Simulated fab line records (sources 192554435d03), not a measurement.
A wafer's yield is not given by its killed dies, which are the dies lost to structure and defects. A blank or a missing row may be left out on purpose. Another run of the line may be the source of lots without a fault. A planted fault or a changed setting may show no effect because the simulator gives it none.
fab line records / flow n5-finfet
record: lots: 10 wafers: 30 last-day: 17
route steps=1938 shown BEOL_M15@1818 MIM_TOP_LITHO@1843 MIM_TOP_ETCH@1852
lots that met no fault: from a run of the same line without faults
start-h: the number of hours between the record's first day and the start of the first shown wafer of the lot / wait-h: hours elapsed since this lot's preceding step / " as in the row above / L1.1+2: one row covering several wafers at once / - either no value or no given start / * or withheld: withheld / < > ~ a bound
route shown NAME@n: a module of which the file shows steps, and the number in the route of the first / usual: mean and standard deviation over wafers with no fault / same: alike in all rows / chamber/n: place in a boat / sites: per-site readings / _std_site: the values' standard deviation / _edge_site: the outer-site mean with the inner-site mean subtracted / radius-mm: for every site, how far away it sits from the centre of the wafer / mask NAME#n: copy n / behind: the tool/chamber that last shaped the wafer / hold: why the lot was held/for how many hours/how that ended / device: names the non-switching transistor (n, p or np) / end of line: tests of these same wafers at the route's end / where a step has no rows: the recipe by itself / killed: dies that structure and defects cost at the first sort, which is not the same as the wafer's yield / map: the dies of a wafer, with x for killed, . for not killed, _ for no die there
set.NAME: the run value of the setting; set.NAME@STEP: its run value at that earlier step / model.NAME: the simulator's own value behind a step, which no gauge read
one table for each step of the route and one row for each wafer, over a sample of lots
services: a tool's chamber out of use, with start hour (start-h, from the record's first day; less than 0 if before it), hours out, and reason
== steps ==
step: N5_BEOL_M15_PRE_CLEAN_42
recipe: gas: H2/He time-s: 30 temp-c: 300
usual: heater-power-w: 472/51
lot.wafer=L745.1 tool=pvd-sputter-01 chamber=- start-h=270.72 wait-h=0.0 heater-power-w=386
lot.wafer=L745.3 tool=pvd-sputter-01 chamber=- start-h=270.72 wait-h=0.0 heater-power-w=495
lot.wafer=L745.5 tool=pvd-sputter-01 chamber=- start-h=270.72 wait-h=0.0 heater-power-w=394
lot.wafer=L747.3 tool=pvd-sputter-02 chamber=- start-h=286.95 wait-h=0.0 heater-power-w=437
lot.wafer=L747.5 tool=pvd-sputter-02 chamber=- start-h=286.95 wait-h=0.0 heater-power-w=509
lot.wafer=L747.6 tool=pvd-sputter-02 chamber=- start-h=286.95 wait-h=0.0 heater-power-w=434
lot.wafer=L748.2 tool=pvd-sputter-03 chamber=- start-h=291.12 wait-h=0.0 heater-power-w=501
lot.wafer=L748.4 tool=pvd-sputter-03 chamber=- start-h=291.12 wait-h=0.0 heater-power-w=466
lot.wafer=L748.6 tool=pvd-sputter-03 chamber=- start-h=291.12 wait-h=0.0 heater-power-w=491
lot.wafer=L749.2 tool=pvd-sputter-02 chamber=- start-h=310.22 wait-h=0.0 heater-power-w=374
lot.wafer=L749.3 tool=pvd-sputter-02 chamber=- start-h=310.22 wait-h=0.0 heater-power-w=424
lot.wafer=L749.6 tool=pvd-sputter-02 chamber=- start-h=310.22 wait-h=0.0 heater-power-w=437
lot.wafer=L758.2 tool=pvd-sputter-03 chamber=- start-h=361.70 wait-h=0.0 heater-power-w=497
lot.wafer=L758.5 tool=pvd-sputter-03 chamber=- start-h=361.70 wait-h=0.0 heater-power-w=471
lot.wafer=L758.6 tool=pvd-sputter-03 chamber=- start-h=361.70 wait-h=0.0 heater-power-w=515
lot.wafer=L757.1 tool=pvd-sputter-03 chamber=- start-h=362.74 wait-h=0.0 heater-power-w=508
lot.wafer=L757.4 tool=pvd-sputter-03 chamber=- start-h=362.74 wait-h=0.0 heater-power-w=496
lot.wafer=L757.5 tool=pvd-sputter-03 chamber=- start-h=362.74 wait-h=0.0 heater-power-w=467
lot.wafer=L761.1 tool=pvd-sputter-01 chamber=- start-h=366.45 wait-h=0.0 heater-power-w=532
lot.wafer=L761.3 tool=pvd-sputter-01 chamber=- start-h=366.45 wait-h=0.0 heater-power-w=497
lot.wafer=L761.5 tool=pvd-sputter-01 chamber=- start-h=366.45 wait-h=0.0 heater-power-w=499
lot.wafer=L762.1 tool=pvd-sputter-03 chamber=- start-h=375.57 wait-h=0.0 heater-power-w=467
lot.wafer=L762.2 tool=pvd-sputter-03 chamber=- start-h=375.57 wait-h=0.0 heater-power-w=475
lot.wafer=L762.6 tool=pvd-sputter-03 chamber=- start-h=375.57 wait-h=0.0 heater-power-w=471
lot.wafer=L763.1 tool=pvd-sputter-02 chamber=- start-h=383.86 wait-h=0.0 heater-power-w=513
lot.wafer=L763.4 tool=pvd-sputter-02 chamber=- start-h=383.86 wait-h=0.0 heater-power-w=454
lot.wafer=L763.5 tool=pvd-sputter-02 chamber=- start-h=383.86 wait-h=0.0 heater-power-w=456
lot.wafer=L765.1 tool=pvd-sputter-03 chamber=- start-h=397.37 wait-h=0.0 heater-power-w=475
lot.wafer=L765.2 tool=pvd-sputter-03 chamber=- start-h=397.37 wait-h=0.0 heater-power-w=499
lot.wafer=L765.4 tool=pvd-sputter-03 chamber=- start-h=397.37 wait-h=0.0 heater-power-w=514
step: N5_BEOL_M15_SPUTTER_44
recipe: material: Ta target-thk-a: 150 temp-c: 50 bias-v: 80 power-w: 15000 chamber-pressure-pa: 0.07 time-s: 24.19
usual: throttle-valve-pct: 29.9/1.2
lot.wafer=L745.1 tool=pvd-sputter-01 chamber=- start-h=270.84 wait-h=0.0 throttle-valve-pct=29.8
lot.wafer=L745.3 tool=pvd-sputter-01 chamber=- start-h=270.84 wait-h=0.0 throttle-valve-pct=27.6
lot.wafer=L745.5 tool=pvd-sputter-01 chamber=- start-h=270.84 wait-h=0.0 throttle-valve-pct=29.8
lot.wafer=L747.3 tool=pvd-sputter-02 chamber=- start-h=287.07 wait-h=0.0 throttle-valve-pct=29.9
lot.wafer=L747.5 tool=pvd-sputter-02 chamber=- start-h=287.07 wait-h=0.0 throttle-valve-pct=31.3
lot.wafer=L747.6 tool=pvd-sputter-02 chamber=- start-h=287.07 wait-h=0.0 throttle-valve-pct=29.8
lot.wafer=L748.2 tool=pvd-sputter-03 chamber=- start-h=291.24 wait-h=0.0 throttle-valve-pct=30.9
lot.wafer=L748.4 tool=pvd-sputter-03 chamber=- start-h=291.24 wait-h=0.0 throttle-valve-pct=31.0
lot.wafer=L748.6 tool=pvd-sputter-03 chamber=- start-h=291.24 wait-h=0.0 throttle-valve-pct=28.1
lot.wafer=L749.2 tool=pvd-sputter-02 chamber=- start-h=310.34 wait-h=0.0 throttle-valve-pct=28.2
lot.wafer=L749.3 tool=pvd-sputter-02 chamber=- start-h=310.34 wait-h=0.0 throttle-valve-pct=29.4
lot.wafer=L749.6 tool=pvd-sputter-02 chamber=- start-h=310.34 wait-h=0.0 throttle-valve-pct=29.5
lot.wafer=L758.2 tool=pvd-sputter-03 chamber=- start-h=361.82 wait-h=0.0 throttle-valve-pct=30.8
lot.wafer=L758.5 tool=pvd-sputter-03 chamber=- start-h=361.82 wait-h=0.0 throttle-valve-pct=31.3
lot.wafer=L758.6 tool=pvd-sputter-03 chamber=- start-h=361.82 wait-h=0.0 throttle-valve-pct=29.1
lot.wafer=L757.1 tool=pvd-sputter-03 chamber=- start-h=362.86 wait-h=0.0 throttle-valve-pct=29.1
lot.wafer=L757.4 tool=pvd-sputter-03 chamber=- start-h=362.86 wait-h=0.0 throttle-valve-pct=30.6
lot.wafer=L757.5 tool=pvd-sputter-03 chamber=- start-h=362.86 wait-h=0.0 throttle-valve-pct=30.9
lot.wafer=L761.1 tool=pvd-sputter-01 chamber=- start-h=366.57 wait-h=0.0 throttle-valve-pct=30.6
lot.wafer=L761.3 tool=pvd-sputter-01 chamber=- start-h=366.57 wait-h=0.0 throttle-valve-pct=27.8
lot.wafer=L761.5 tool=pvd-sputter-01 chamber=- start-h=366.57 wait-h=0.0 throttle-valve-pct=28.0
lot.wafer=L762.1 tool=pvd-sputter-03 chamber=- start-h=375.69 wait-h=0.0 throttle-valve-pct=30.8
lot.wafer=L762.2 tool=pvd-sputter-03 chamber=- start-h=375.69 wait-h=0.0 throttle-valve-pct=28.2
lot.wafer=L762.6 tool=pvd-sputter-03 chamber=- start-h=375.69 wait-h=0.0 throttle-valve-pct=30.9
lot.wafer=L763.1 tool=pvd-sputter-02 chamber=- start-h=383.98 wait-h=0.0 throttle-valve-pct=31.1
lot.wafer=L763.4 tool=pvd-sputter-02 chamber=- start-h=383.98 wait-h=0.0 throttle-valve-pct=31.2
lot.wafer=L763.5 tool=pvd-sputter-02 chamber=- start-h=383.98 wait-h=0.0 throttle-valve-pct=30.9
lot.wafer=L765.1 tool=pvd-sputter-03 chamber=- start-h=397.49 wait-h=0.0 throttle-valve-pct=31.0
lot.wafer=L765.2 tool=pvd-sputter-03 chamber=- start-h=397.49 wait-h=0.0 throttle-valve-pct=30.6
lot.wafer=L765.4 tool=pvd-sputter-03 chamber=- start-h=397.49 wait-h=0.0 throttle-valve-pct=28.9
step: N5_MIM_TOP_LITHO_EXPOSE_05
recipe: mask-id: MIM_TOP na: 0.55 source-shape: conventional sigma-outer: 0.8 polarization: unpolarized target-cd-nm: 2000 dose-mj: 20.5
usual: exposure-dose-mJ-cm2: 20.487/0.024
lot.wafer=L745.1 tool=krf-scanner-02 chamber=0 start-h=275.52 wait-h=- mask=MIM_TOP#0 exposure-dose-mJ-cm2=20.463
lot.wafer=L745.3 tool=krf-scanner-02 chamber=0 start-h=275.52 wait-h=- mask=MIM_TOP#0 exposure-dose-mJ-cm2=20.494
lot.wafer=L745.5 tool=krf-scanner-02 chamber=0 start-h=275.52 wait-h=- mask=MIM_TOP#0 exposure-dose-mJ-cm2=20.490
lot.wafer=L747.3 tool=krf-scanner-02 chamber=0 start-h=291.83 wait-h=- mask=MIM_TOP#0 exposure-dose-mJ-cm2=20.463
lot.wafer=L747.5 tool=krf-scanner-02 chamber=0 start-h=291.83 wait-h=- mask=MIM_TOP#0 exposure-dose-mJ-cm2=20.485
lot.wafer=L747.6 tool=krf-scanner-02 chamber=0 start-h=291.83 wait-h=- mask=MIM_TOP#0 exposure-dose-mJ-cm2=20.481
lot.wafer=L748.2 tool=krf-scanner-02 chamber=0 start-h=295.07 wait-h=- mask=MIM_TOP#0 exposure-dose-mJ-cm2=20.491
lot.wafer=L748.4 tool=krf-scanner-02 chamber=0 start-h=295.07 wait-h=- mask=MIM_TOP#0 exposure-dose-mJ-cm2=20.483
lot.wafer=L748.6 tool=krf-scanner-02 chamber=0 start-h=295.07 wait-h=- mask=MIM_TOP#0 exposure-dose-mJ-cm2=20.503
lot.wafer=L749.2 tool=krf-scanner-02 chamber=0 start-h=315.36 wait-h=- mask=MIM_TOP#0 exposure-dose-mJ-cm2=20.505
lot.wafer=L749.3 tool=krf-scanner-02 chamber=0 start-h=315.36 wait-h=- mask=MIM_TOP#0 exposure-dose-mJ-cm2=20.519
lot.wafer=L749.6 tool=krf-scanner-02 chamber=0 start-h=315.36 wait-h=- mask=MIM_TOP#0 exposure-dose-mJ-cm2=20.518
lot.wafer=L758.2 tool=krf-scanner-02 chamber=0 start-h=367.59 wait-h=- mask=MIM_TOP#0 exposure-dose-mJ-cm2=21.494
lot.wafer=L758.5 tool=krf-scanner-02 chamber=0 start-h=367.59 wait-h=- mask=MIM_TOP#0 exposure-dose-mJ-cm2=21.479
lot.wafer=L758.6 tool=krf-scanner-02 chamber=0 start-h=367.59 wait-h=- mask=MIM_TOP#0 exposure-dose-mJ-cm2=21.476
lot.wafer=L757.1 tool=krf-scanner-02 chamber=0 start-h=367.97 wait-h=- mask=MIM_TOP#0 exposure-dose-mJ-cm2=21.355
lot.wafer=L757.4 tool=krf-scanner-02 chamber=0 start-h=367.97 wait-h=- mask=MIM_TOP#0 exposure-dose-mJ-cm2=21.347
lot.wafer=L757.5 tool=krf-scanner-02 chamber=0 start-h=367.97 wait-h=- mask=MIM_TOP#0 exposure-dose-mJ-cm2=21.331
lot.wafer=L761.1 tool=krf-scanner-01 chamber=0 start-h=372.03 wait-h=- mask=MIM_TOP#0 exposure-dose-mJ-cm2=20.493
lot.wafer=L761.3 tool=krf-scanner-01 chamber=0 start-h=372.03 wait-h=- mask=MIM_TOP#0 exposure-dose-mJ-cm2=20.492
lot.wafer=L761.5 tool=krf-scanner-01 chamber=0 start-h=372.03 wait-h=- mask=MIM_TOP#0 exposure-dose-mJ-cm2=20.509
lot.wafer=L762.1 tool=krf-scanner-01 chamber=0 start-h=382.94 wait-h=- mask=MIM_TOP#0 exposure-dose-mJ-cm2=20.436
lot.wafer=L762.2 tool=krf-scanner-01 chamber=0 start-h=382.94 wait-h=- mask=MIM_TOP#0 exposure-dose-mJ-cm2=20.503
lot.wafer=L762.6 tool=krf-scanner-01 chamber=0 start-h=382.94 wait-h=- mask=MIM_TOP#0 exposure-dose-mJ-cm2=20.489
lot.wafer=L763.1 tool=krf-scanner-01 chamber=0 start-h=388.82 wait-h=- mask=MIM_TOP#0 exposure-dose-mJ-cm2=20.480
lot.wafer=L763.4 tool=krf-scanner-01 chamber=0 start-h=388.82 wait-h=- mask=MIM_TOP#0 exposure-dose-mJ-cm2=20.474
lot.wafer=L763.5 tool=krf-scanner-01 chamber=0 start-h=388.82 wait-h=- mask=MIM_TOP#0 exposure-dose-mJ-cm2=20.464
lot.wafer=L765.1 tool=krf-scanner-01 chamber=0 start-h=401.55 wait-h=- mask=MIM_TOP#0 exposure-dose-mJ-cm2=20.449
lot.wafer=L765.2 tool=krf-scanner-01 chamber=0 start-h=401.55 wait-h=- mask=MIM_TOP#0 exposure-dose-mJ-cm2=20.467
lot.wafer=L765.4 tool=krf-scanner-01 chamber=0 start-h=401.55 wait-h=- mask=MIM_TOP#0 exposure-dose-mJ-cm2=20.449
step: N5_MIM_TOP_LITHO_CD_MEAS_08
recipe: target-cd-nm: 2000 landing-energy-ev: 500 detector: se-inlens
usual: cd-nm: 1999.8/1.8
lot.wafer=L745.1 tool=cd-sem-03 chamber=0 start-h=275.69 wait-h=- cd-nm=2001.2
lot.wafer=L745.3 tool=cd-sem-03 chamber=0 start-h=275.69 wait-h=- cd-nm=2003.4
lot.wafer=L745.5 tool=cd-sem-03 chamber=0 start-h=275.69 wait-h=- cd-nm=2000.6
lot.wafer=L747.3 tool=cd-sem-02 chamber=0 start-h=292.00 wait-h=- cd-nm=2000.4
lot.wafer=L747.5 tool=cd-sem-02 chamber=0 start-h=292.00 wait-h=- cd-nm=1999.6
lot.wafer=L747.6 tool=cd-sem-02 chamber=0 start-h=292.00 wait-h=- cd-nm=2000.7
lot.wafer=L748.2 tool=cd-sem-01 chamber=0 start-h=295.24 wait-h=- cd-nm=1999.5
lot.wafer=L748.4 tool=cd-sem-01 chamber=0 start-h=295.24 wait-h=- cd-nm=1999.6
lot.wafer=L748.6 tool=cd-sem-01 chamber=0 start-h=295.24 wait-h=- cd-nm=1999.4
lot.wafer=L749.2 tool=cd-sem-01 chamber=0 start-h=315.53 wait-h=- cd-nm=2000.7
lot.wafer=L749.3 tool=cd-sem-01 chamber=0 start-h=315.53 wait-h=- cd-nm=2000.9
lot.wafer=L749.6 tool=cd-sem-01 chamber=0 start-h=315.53 wait-h=- cd-nm=1999.3
lot.wafer=L758.2 tool=cd-sem-01 chamber=0 start-h=367.76 wait-h=- cd-nm=1992.9
lot.wafer=L758.5 tool=cd-sem-01 chamber=0 start-h=367.76 wait-h=- cd-nm=1992.2
lot.wafer=L758.6 tool=cd-sem-01 chamber=0 start-h=367.76 wait-h=- cd-nm=1990.2
lot.wafer=L757.1 tool=cd-sem-01 chamber=0 start-h=368.14 wait-h=- cd-nm=1996.3
lot.wafer=L757.4 tool=cd-sem-01 chamber=0 start-h=368.14 wait-h=- cd-nm=1993.1
lot.wafer=L757.5 tool=cd-sem-01 chamber=0 start-h=368.14 wait-h=- cd-nm=1995.2
lot.wafer=L761.1 tool=cd-sem-03 chamber=0 start-h=372.20 wait-h=- cd-nm=1999.8
lot.wafer=L761.3 tool=cd-sem-03 chamber=0 start-h=372.20 wait-h=- cd-nm=1998.5
lot.wafer=L761.5 tool=cd-sem-03 chamber=0 start-h=372.20 wait-h=- cd-nm=1998.1
lot.wafer=L762.1 tool=cd-sem-02 chamber=0 start-h=383.12 wait-h=- cd-nm=2000.7
lot.wafer=L762.2 tool=cd-sem-02 chamber=0 start-h=383.12 wait-h=- cd-nm=2000.1
lot.wafer=L762.6 tool=cd-sem-02 chamber=0 start-h=383.12 wait-h=- cd-nm=2001.7
lot.wafer=L763.1 tool=cd-sem-02 chamber=0 start-h=389.00 wait-h=- cd-nm=2001.0
lot.wafer=L763.4 tool=cd-sem-02 chamber=0 start-h=389.00 wait-h=- cd-nm=2001.7
lot.wafer=L763.5 tool=cd-sem-02 chamber=0 start-h=389.00 wait-h=- cd-nm=2000.5
lot.wafer=L765.1 tool=cd-sem-02 chamber=0 start-h=401.72 wait-h=- cd-nm=1997.0
lot.wafer=L765.2 tool=cd-sem-02 chamber=0 start-h=401.72 wait-h=- cd-nm=1997.2
lot.wafer=L765.4 tool=cd-sem-02 chamber=0 start-h=401.72 wait-h=- cd-nm=1999.8
step: N5_MIM_TOP_ETCH_STRIP_01
recipe: chemistry: O2 power-w: 600 temp-c: 60 pressure-mtorr: 30 rf-frequency-hz: 6e+07 bias-power-w: 0 overash-fraction: 0.5 o2-flow-sccm: 225
usual: drypump-motor-current-A: 5.8/0.44 oes-product-au: 0.81/0.097 rf-vpp-V: 3.8/1.5 showerhead-plenum-p-Torr: 2.11/0.065 temp-c: 60.01/0.14 throttle-valve-pct: 16.67/0.28
same: bias-power-w: 0
lot.wafer=L745.1 tool=rie-diel-06 chamber=2 start-h=276.01 wait-h=0.1 drypump-motor-current-A=4.8 oes-product-au=0.85 rf-hours-counter-h=41 rf-vpp-V=4.7 showerhead-plenum-p-Torr=2.21 temp-c=59.98 throttle-valve-pct=16.48
lot.wafer=L745.3 tool=rie-diel-06 chamber=1 start-h=276.01 wait-h=0.1 drypump-motor-current-A=5.5 oes-product-au=0.76 rf-hours-counter-h=156 rf-vpp-V=2.8 showerhead-plenum-p-Torr=1.91 temp-c=60.15 throttle-valve-pct=16.49
lot.wafer=L745.5 tool=rie-diel-06 chamber=2 start-h=276.01 wait-h=0.1 drypump-motor-current-A=4.8 oes-product-au=0.86 rf-hours-counter-h=- rf-vpp-V=2.2 showerhead-plenum-p-Torr=2.21 temp-c=60.13 throttle-valve-pct=16.46
lot.wafer=L747.3 tool=rie-diel-04 chamber=3 start-h=292.31 wait-h=0.1 drypump-motor-current-A=6.0 oes-product-au=0.92 rf-hours-counter-h=8 rf-vpp-V=2.8 showerhead-plenum-p-Torr=2.14 temp-c=59.96 throttle-valve-pct=16.27
lot.wafer=L747.5 tool=rie-diel-04 chamber=3 start-h=292.31 wait-h=0.1 drypump-motor-current-A=6.0 oes-product-au=0.92 rf-hours-counter-h=- rf-vpp-V=2.3 showerhead-plenum-p-Torr=2.14 temp-c=60.18 throttle-valve-pct=16.22
lot.wafer=L747.6 tool=rie-diel-04 chamber=0 start-h=292.31 wait-h=0.1 drypump-motor-current-A=5.3 oes-product-au=0.72 rf-hours-counter-h=- rf-vpp-V=0.5 showerhead-plenum-p-Torr=2.17 temp-c=59.99 throttle-valve-pct=16.86
lot.wafer=L748.2 tool=rie-diel-01 chamber=3 start-h=295.72 wait-h=0.1 drypump-motor-current-A=5.8 oes-product-au=0.99 rf-hours-counter-h=4 rf-vpp-V=3.5 showerhead-plenum-p-Torr=2.06 temp-c=60.11 throttle-valve-pct=16.22
lot.wafer=L748.4 tool=rie-diel-01 chamber=2 start-h=295.72 wait-h=0.1 drypump-motor-current-A=5.1 oes-product-au=0.74 rf-hours-counter-h=171 rf-vpp-V=1.9 showerhead-plenum-p-Torr=2.16 temp-c=60.00 throttle-valve-pct=16.73
lot.wafer=L748.6 tool=rie-diel-01 chamber=2 start-h=295.72 wait-h=0.1 drypump-motor-current-A=5.1 oes-product-au=0.74 rf-hours-counter-h=- rf-vpp-V=2.8 showerhead-plenum-p-Torr=2.17 temp-c=60.17 throttle-valve-pct=16.76
lot.wafer=L749.2 tool=rie-diel-01 chamber=3 start-h=315.87 wait-h=0.1 drypump-motor-current-A=5.9 oes-product-au=0.95 rf-hours-counter-h=10 rf-vpp-V=6.6 showerhead-plenum-p-Torr=2.06 temp-c=59.87 throttle-valve-pct=16.24
lot.wafer=L749.3 tool=rie-diel-01 chamber=1 start-h=315.87 wait-h=0.1 drypump-motor-current-A=6.4 oes-product-au=0.71 rf-hours-counter-h=206 rf-vpp-V=3.5 showerhead-plenum-p-Torr=2.09 temp-c=60.05 throttle-valve-pct=16.94
lot.wafer=L749.6 tool=rie-diel-01 chamber=0 start-h=315.87 wait-h=0.1 drypump-motor-current-A=6.2 oes-product-au=0.67 rf-hours-counter-h=- rf-vpp-V=1.8 showerhead-plenum-p-Torr=1.98 temp-c=60.07 throttle-valve-pct=17.12
lot.wafer=L758.2 tool=rie-diel-04 chamber=1 start-h=368.11 wait-h=0.1 drypump-motor-current-A=5.5 oes-product-au=0.96 rf-hours-counter-h=20 rf-vpp-V=2.3 showerhead-plenum-p-Torr=2.14 temp-c=59.97 throttle-valve-pct=16.75
lot.wafer=L758.5 tool=rie-diel-04 chamber=1 start-h=368.11 wait-h=0.1 drypump-motor-current-A=5.4 oes-product-au=0.94 rf-hours-counter-h=- rf-vpp-V=2.7 showerhead-plenum-p-Torr=2.14 temp-c=60.04 throttle-valve-pct=16.77
lot.wafer=L758.6 tool=rie-diel-04 chamber=0 start-h=368.11 wait-h=0.1 drypump-motor-current-A=5.3 oes-product-au=0.72 rf-hours-counter-h=- rf-vpp-V=3.0 showerhead-plenum-p-Torr=2.16 temp-c=59.77 throttle-valve-pct=16.93
lot.wafer=L757.1 tool=rie-diel-04 chamber=2 start-h=368.47 wait-h=0.1 drypump-motor-current-A=5.9 oes-product-au=0.78 rf-hours-counter-h=115 rf-vpp-V=5.8 showerhead-plenum-p-Torr=2.13 temp-c=59.84 throttle-valve-pct=16.69
lot.wafer=L757.4 tool=rie-diel-04 chamber=0 start-h=368.47 wait-h=0.1 drypump-motor-current-A=5.3 oes-product-au=0.69 rf-hours-counter-h=238 rf-vpp-V=4.2 showerhead-plenum-p-Torr=2.16 temp-c=60.00 throttle-valve-pct=16.95
lot.wafer=L757.5 tool=rie-diel-04 chamber=2 start-h=368.47 wait-h=0.1 drypump-motor-current-A=5.9 oes-product-au=0.77 rf-hours-counter-h=- rf-vpp-V=3.8 showerhead-plenum-p-Torr=2.13 temp-c=60.04 throttle-valve-pct=16.68
lot.wafer=L761.1 tool=rie-diel-04 chamber=3 start-h=372.83 wait-h=0.1 drypump-motor-current-A=6.1 oes-product-au=0.87 rf-hours-counter-h=35 rf-vpp-V=3.9 showerhead-plenum-p-Torr=2.13 temp-c=59.96 throttle-valve-pct=16.25
lot.wafer=L761.3 tool=rie-diel-04 chamber=2 start-h=372.83 wait-h=0.1 drypump-motor-current-A=5.9 oes-product-au=0.78 rf-hours-counter-h=116 rf-vpp-V=3.2 showerhead-plenum-p-Torr=2.12 temp-c=59.84 throttle-valve-pct=16.66
lot.wafer=L761.5 tool=rie-diel-04 chamber=2 start-h=372.83 wait-h=0.1 drypump-motor-current-A=5.9 oes-product-au=0.78 rf-hours-counter-h=- rf-vpp-V=3.7 showerhead-plenum-p-Torr=2.13 temp-c=59.92 throttle-valve-pct=16.70
lot.wafer=L762.1 tool=rie-diel-04 chamber=1 start-h=383.67 wait-h=0.3 drypump-motor-current-A=5.4 oes-product-au=0.93 rf-hours-counter-h=24 rf-vpp-V=3.8 showerhead-plenum-p-Torr=2.13 temp-c=59.84 throttle-valve-pct=16.74
lot.wafer=L762.2 tool=rie-diel-04 chamber=0 start-h=383.67 wait-h=0.3 drypump-motor-current-A=5.3 oes-product-au=0.68 rf-hours-counter-h=243 rf-vpp-V=2.8 showerhead-plenum-p-Torr=2.16 temp-c=59.87 throttle-valve-pct=17.00
lot.wafer=L762.6 tool=rie-diel-04 chamber=3 start-h=383.67 wait-h=0.3 drypump-motor-current-A=6.0 oes-product-au=0.87 rf-hours-counter-h=- rf-vpp-V=2.2 showerhead-plenum-p-Torr=2.12 temp-c=60.04 throttle-valve-pct=16.31
lot.wafer=L763.1 tool=rie-diel-01 chamber=0 start-h=389.53 wait-h=0.1 drypump-motor-current-A=6.2 oes-product-au=0.96 rf-hours-counter-h=5 rf-vpp-V=4.9 showerhead-plenum-p-Torr=2.23 temp-c=59.68 throttle-valve-pct=16.59
lot.wafer=L763.4 tool=rie-diel-01 chamber=3 start-h=389.53 wait-h=0.1 drypump-motor-current-A=5.9 oes-product-au=0.91 rf-hours-counter-h=34 rf-vpp-V=6.9 showerhead-plenum-p-Torr=2.05 temp-c=60.02 throttle-valve-pct=16.32
lot.wafer=L763.5 tool=rie-diel-01 chamber=1 start-h=389.53 wait-h=0.1 drypump-motor-current-A=6.4 oes-product-au=0.72 rf-hours-counter-h=- rf-vpp-V=3.2 showerhead-plenum-p-Torr=2.08 temp-c=59.89 throttle-valve-pct=17.07
lot.wafer=L765.1 tool=rie-diel-04 chamber=3 start-h=402.61 wait-h=0.1 drypump-motor-current-A=6.0 oes-product-au=0.84 rf-hours-counter-h=42 rf-vpp-V=6.5 showerhead-plenum-p-Torr=2.12 temp-c=60.48 throttle-valve-pct=16.26
lot.wafer=L765.2 tool=rie-diel-04 chamber=0 start-h=402.61 wait-h=0.1 drypump-motor-current-A=5.3 oes-product-au=0.68 rf-hours-counter-h=249 rf-vpp-V=5.5 showerhead-plenum-p-Torr=2.16 temp-c=60.12 throttle-valve-pct=16.98
lot.wafer=L765.4 tool=rie-diel-04 chamber=1 start-h=402.61 wait-h=0.1 drypump-motor-current-A=5.5 oes-product-au=0.92 rf-hours-counter-h=30 rf-vpp-V=3.4 showerhead-plenum-p-Torr=2.13 temp-c=59.86 throttle-valve-pct=16.74
== services ==
tool=krf-scanner-02 chamber=- start-h=247.31 hours=0.8 kind=pm
tool=krf-scanner-01 chamber=- start-h=250.84 hours=1.0 kind=pm
tool=rie-diel-04 chamber=3 start-h=251.21 hours=- kind=clean
tool=rie-diel-04 chamber=3 start-h=251.21 hours=- kind=consumable-replace:focus-ring
tool=pvd-sputter-03 chamber=- start-h=254.06 hours=7.5 kind=repair
tool=krf-scanner-01 chamber=- start-h=273.01 hours=4.0 kind=pm
tool=krf-scanner-01 chamber=- start-h=279.73 hours=1.3 kind=pm
tool=rie-diel-06 chamber=0 start-h=287.07 hours=4.0 kind=repair
tool=rie-diel-01 chamber=1 start-h=288.75 hours=1.8 kind=repair
tool=krf-scanner-02 chamber=- start-h=311.07 hours=4.0 kind=pm
tool=krf-scanner-01 chamber=- start-h=314.06 hours=2.6 kind=repair
tool=rie-diel-01 chamber=2 start-h=333.70 hours=4.4 kind=repair
tool=krf-scanner-01 chamber=- start-h=338.39 hours=4.4 kind=pm
tool=rie-diel-01 chamber=3 start-h=341.29 hours=5.2 kind=repair
tool=pvd-sputter-01 chamber=- start-h=351.60 hours=5.5 kind=repair
tool=rie-diel-01 chamber=1 start-h=352.93 hours=1.8 kind=repair
tool=rie-diel-04 chamber=1 start-h=357.76 hours=5.1 kind=repair
tool=krf-scanner-02 chamber=- start-h=359.60 hours=1.0 kind=pm
tool=krf-scanner-02 chamber=- start-h=368.55 hours=1.3 kind=pm
tool=krf-scanner-02 chamber=- start-h=369.85 hours=3.6 kind=pm
tool=krf-scanner-02 chamber=- start-h=379.76 hours=4.4 kind=pm
tool=rie-diel-06 chamber=2 start-h=387.16 hours=5.1 kind=repair
tool=krf-scanner-01 chamber=- start-h=389.21 hours=0.8 kind=pm
tool=rie-diel-06 chamber=1 start-h=390.05 hours=9.0 kind=repair
== key ==
first-sign: step: N5_MIM_TOP_LITHO_EXPOSE_05 reading: exposure-dose-mJ-cm2 direction: up sigmas: 38 usual: 20.487 struck: 21.414
effect: step: N5_MIM_TOP_LITHO_CD_MEAS_08 reading: cd-nm direction: down sigmas: 3.5 usual: 1999.8 struck: 1993.3 through: control-loop
met-at N5_MIM_TOP_LITHO_EXPOSE_05
struck-lots L757,L758
loop-trim: step: N5_MIM_TOP_LITHO_EXPOSE_05 setting: dose lots: L757
not-acting-at N5_BEOL_M15_PRE_CLEAN_42,N5_BEOL_M15_SPUTTER_44,N5_MIM_TOP_ETCH_STRIP_01
onset-between 315.36 367.59
fault: kind: process-parameter-drift tool: krf-scanner-02 chamber: - onset-h: 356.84 steps: N5_MIM_TOP_LITHO_EXPOSE_05 channel: dose-mj offset: 0.99089 shape: step acts-in: these-recipes-only stated: 20.5
loop-trim: a control loop set the setting to another value than it would have without faults
